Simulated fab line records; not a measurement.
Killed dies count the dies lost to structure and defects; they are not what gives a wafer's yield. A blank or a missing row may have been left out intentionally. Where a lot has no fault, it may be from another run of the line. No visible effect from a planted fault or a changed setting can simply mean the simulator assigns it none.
A struck lot beside a sound one | flow nand-harc | 42 out of 1159 route steps
Sound: the wafers L211.1, L211.2, L211.6. Struck: wafer L227.6. (L227.2, L227.3 of the same lot were not struck and are left out.) The cause comes at the end.
Order at every step that has rows: each side's tool, ch and its chambers, its first start. Under that, the readings that differ: sound wafers | struck wafers | difference of the means | sigmas: that difference in standard deviations of wafers without a fault.
alike: same words and numbers on both sides, and readings whose means sit less than 2 such deviations apart. not compared: any withheld reading, any reading some wafer has no value for, any bound like >300 that may hide the same value, and any number with overlapping values for which the record gives no deviation.
The two part at a step that has a row with sigmas, a row that says differs or no value, or rows on one side only. Non-overlapping numbers with no deviation appear without sigmas and do not part them. A reading that every wafer of one side lacks parts them only if that side has two wafers or more.

first, 4 steps without rows for these wafers: NHARC_THIN_TSV_EBR_08; NHARC_THIN_TSV_EXPOSE_09 (exposes mask TSV); NHARC_THIN_TSV_PEB_10 (peb time 85 s); NHARC_THIN_TSV_DEVELOP_11 (time 70 s).
NHARC_THIN_TSV_CD_MEAS_12 targets a cd of 1000 nm.
  sound on cd-sem-03 ch 0, day 18 21:46; struck on cd-sem-02 ch 0, day 22 15:57
  alike: cd-nm
then, 2 steps without rows for these wafers: NHARC_THIN_TSV_HARDBAKE_13 (time 80 s); NHARC_THIN_TSV_DESCUM_14 (chemistry O2, time 3 s).
NHARC_THIN_TSV_ETCH_44: etches the open film in CF4/O2, target depth 1594.2 nm, time 797.1 s.
  sound on rie-diel-03 ch 0,1,3, day 18 22:08; struck on rie-diel-03 ch 2, day 22 16:18
  alike: drypump-motor-current-A, oes-product-au, rf-vpp-V, showerhead-plenum-p-Torr, throttle-valve-pct
  not compared: rf-hours-counter-h
NHARC_THIN_TSV_ETCH_15: target depth 3000 nm, bosch target overetch cycles 2, bosch etch step 2.8 s.
  sound on rie-si-06 ch 0,3, day 18 22:35; struck on rie-si-06 ch 2, day 22 16:46
  alike: drypump-motor-current-A
  not compared: rf-hours-counter-h
NHARC_THIN_TSV_CD_MEAS_16:
  sound: cd-sem-03 at day 18 22:44; struck: cd-sem-03 at day 22 16:55
  alike: cd-nm
NHARC_THIN_TSV_STRIP_45: strips in O2.
  sound on plasma-asher-01 ch 0,1, day 18 22:49; struck on plasma-asher-01 ch 1, day 22 16:59
  alike: drypump-motor-current-A, heater-power-w
  not compared: rf-hours-counter-h
then, 1 step without rows for these wafers: NHARC_THIN_TSV_STRIP_46 (strips in post etch residue remover, time 1200 s).
NHARC_THIN_TSV_DEP_47: deposits SiO2, target thk 200 nm.
  sound on pecvd-04 ch 0,1,2, day 18 23:40; struck on pecvd-04 ch 2, day 22 17:52
  alike: throttle-valve-pct
then, 5 steps without rows for these wafers: NHARC_THIN_TSV_ETCHBACK_48 (etches the open film in C4F8/Ar, target depth 1028.5 nm, time 405.17 s); NHARC_THIN_TSV_STRIP_62 (strips in N2/H2, time 20 s); NHARC_THIN_TSV_DEGAS_49 (time 120 s); NHARC_THIN_TSV_PRE_CLEAN_50 (time 30 s); NHARC_THIN_TSV_PVD_19 (deposits TaN, target thk 20 nm).
NHARC_THIN_TSV_PVD_51: deposits Cu, target thk 100 nm.
  sound on pvd-sputter-01; struck on pvd-sputter-02
  alike: throttle-valve-pct
then, 5 steps without rows for these wafers: NHARC_THIN_TSV_ECD_20 (material Cu, target thk 2000 nm); NHARC_THIN_TSV_ANNEAL_52 (time 90 s); NHARC_THIN_TSV_CMP_21 (polishes, t overpolish 30 s, target thk 2000 nm); NHARC_THIN_TSV_SRD_23; NHARC_THIN_TSV_DEGAS_53 (time 60 s).
NHARC_THIN_TSV_PRE_CLEAN_54: time 30 s.
  sound: pvd-sputter-01 at day 19 02:38; struck: pvd-sputter-01 at day 22 20:51
  alike: heater-power-w
then, 10 steps without rows for these wafers: NHARC_THIN_TSV_PVD_55 (deposits TiN, target thk 50 nm); NHARC_THIN_TSV_PVD_24 (deposits Al, target thk 800 nm); NHARC_THIN_TSV_DEHYDRATE_25 (time 120 s); NHARC_THIN_TSV_HMDS_26 (time 30 s); NHARC_THIN_TSV_COAT_27; NHARC_THIN_TSV_SOFTBAKE_28 (time 95 s); NHARC_THIN_TSV_EBR_29; NHARC_THIN_TSV_EXPOSE_30 (exposes mask PAD); NHARC_THIN_TSV_PEB_31 (peb time 85 s); NHARC_THIN_TSV_DEVELOP_32 (time 70 s).
NHARC_THIN_TSV_CD_MEAS_33 targets a cd of 5000 nm.
  sound on cd-sem-01 ch 0, day 19 03:34; struck on cd-sem-03 ch 0, day 22 21:47
  alike: cd-nm
then, 5 steps without rows for these wafers: NHARC_THIN_TSV_HARDBAKE_34 (time 80 s); NHARC_THIN_TSV_DESCUM_35 (chemistry O2, time 3 s); NHARC_THIN_TSV_ETCH_59 (etches the open film in Cl2/BCl3, target depth 880 nm, time 138.1 s); NHARC_THIN_TSV_ETCH_36 (etches the open film in Cl2/BCl3, target depth 65 nm, time 18.571 s); NHARC_THIN_TSV_STRIP_56 (strips in O2).
NHARC_END_SORT_01:
  here the record holds rows for the struck wafers (prober-02 ch 0, day 23 10:03) but none for the sound ones

== WHERE THEY PART ==
Within this record, at NHARC_END_SORT_01 only.

WHY: whatever the simulator had introduced
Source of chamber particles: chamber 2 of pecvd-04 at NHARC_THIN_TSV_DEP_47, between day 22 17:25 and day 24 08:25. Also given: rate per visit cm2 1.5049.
